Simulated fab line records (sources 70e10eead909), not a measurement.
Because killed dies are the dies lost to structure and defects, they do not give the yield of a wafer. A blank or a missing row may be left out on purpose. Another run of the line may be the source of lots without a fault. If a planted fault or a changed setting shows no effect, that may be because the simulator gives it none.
Comparing a struck lot with a sound one / flow nandHarc / 15 out of 1159 route steps
Sound: wafers L426.1, L426.3, L426.6. Struck: wafer L443.2; the same lot's L443.6 was not struck, so it is left out; see the end for the cause.
Order at every step that has rows: each side's tool, ch and its chambers, its first start. Under that, the readings that differ: sound wafers / struck wafers / difference of the means / sigmas: that difference in standard deviations of wafers without a fault.
alike: words and numbers the same on both sides, and readings whose means are apart by under 2 such deviations; not compared: readings that were withheld, readings missing a value for some wafer, numbers with overlapping values and no deviation given by the record, and bounds like >300 which may hide the same value.
A row with sigmas, a row that says differs or no value, or rows on one side alone: a step with any of these is where the two part. Non-overlapping numbers with no deviation appear without sigmas and do not part them. Lack of a reading on every wafer of one side parts them only where that side has two or more wafers.

first, 7 steps without rows for these wafers: NHARC_A_SLIT_HMDS_02 (time 30 s); NHARC_A_SLIT_COAT_03 (resist thk 90 nm); NHARC_A_SLIT_SOFTBAKE_04 (time 55 s); NHARC_A_SLIT_EBR_05; NHARC_A_SLIT_EXPOSE_06 (exposes mask SLIT); NHARC_A_SLIT_PEB_07 (peb time 65 s); NHARC_A_SLIT_DEVELOP_08 (develop time 35 s).
NHARC_A_SLIT_CD_MEAS_09 targets a cd of 300 nm.
  sound on cdSem-03 ch 0, day 15 03:19; struck on cdSem-03 ch 0, day 19 14:47
  alike: cdNm
NHARC_A_SLIT_OVL_MEAS_10:
  struck on overlay-01, day 19 14:52; sound on overlay-01, day 15 03:25
  alike: overlayXNm, overlayYNm
NHARC_A_SLIT_INSPECT_11:
  struck on defectInspect-01, day 19 14:54; sound on defectInspect-01, day 15 03:26
reading=rawDefectCount; sound=6 11 17; struck=36; difference=+25; sigmas=+3
NHARC_A_SLIT_DESCUM_14: chemistry O2, time 3 s.
  sound on rieDiel-03 ch 0,1,3, day 15 03:31; struck on rieDiel-05 ch 0, day 19 14:58
  alike: drypumpMotorCurrentA, oesProductAu, rfVppV, showerheadPlenumPTorr, throttleValvePct
  not compared: rfHoursCounterH
NHARC_A_SLIT_ETCH_24: etches the open film in CF4/CHF3, target depth 121 nm, time 60.5 s.
  sound on rieDiel-03 ch 1,2, day 15 03:35; struck on rieDiel-05 ch 2, day 19 15:03
reading=runLengthS (s); sound=82.3 81.5 81.5; struck=82.7; difference=+0.9; sigmas=+2
  alike: drypumpMotorCurrentA, oesProductAu, rfVppV, showerheadPlenumPTorr, throttleValvePct
  not compared: rfHoursCounterH
NHARC_A_SLIT_ETCH_15: etches the open film in O2/COS, target depth 3200 nm, time 832 s.
  sound on rieDiel-03 ch 1,2, day 15 03:41; struck on rieDiel-05 ch 0, day 19 15:12
reading=runLengthS (s); sound=853.1 853.3 853.0; struck=678.6; difference=-174.5; sigmas=-99 or more
reading=model.A_SLIT.cdOffsetNm (nm); sound=-2.082 0.5871 0.05948; struck=-2.889; difference=-2.411; sigmas=
  alike: drypumpMotorCurrentA, oesProductAu, rfVppV, showerheadPlenumPTorr, throttleValvePct
  not compared: rfHoursCounterH
NHARC_A_SLIT_ETCH_17: etches the open film in C4F8/O2/Ar, time 1687.5 s, target depth 10100 nm.
  sound on harEtch-02 ch 1, day 15 05:23; struck on harEtch-01 ch 0, day 19 16:50
reading=drypumpMotorCurrentA (A); sound=6.5 6.5 6.5; struck=5.2; difference=-1.3; sigmas=-3
reading=runLengthS (s); sound=1688.6 1689.1 1688.6; struck=1687.8; difference=-1.0; sigmas=-3
reading=showerheadPlenumPTorr (Torr); sound=3.63 3.63 3.63; struck=3.77; difference=+0.14; sigmas=+2
  alike: c4f8FlowSccm, throttleValvePct
  not compared: rfHoursCounterH
-- record jumps: 5 days between struck wafers' starts before vs after; left off in module A_SLIT, resumes in module END, first step shown is number 1159 of the route --
NHARC_END_SORT_01:
  here the record holds rows for the struck wafers (prober-01 ch 0, day 24 10:28) but none for the sound ones

## WHERE THEY PART
First at NHARC_A_SLIT_INSPECT_11; last, within this record, at NHARC_END_SORT_01.

WHY: what the simulator had put in
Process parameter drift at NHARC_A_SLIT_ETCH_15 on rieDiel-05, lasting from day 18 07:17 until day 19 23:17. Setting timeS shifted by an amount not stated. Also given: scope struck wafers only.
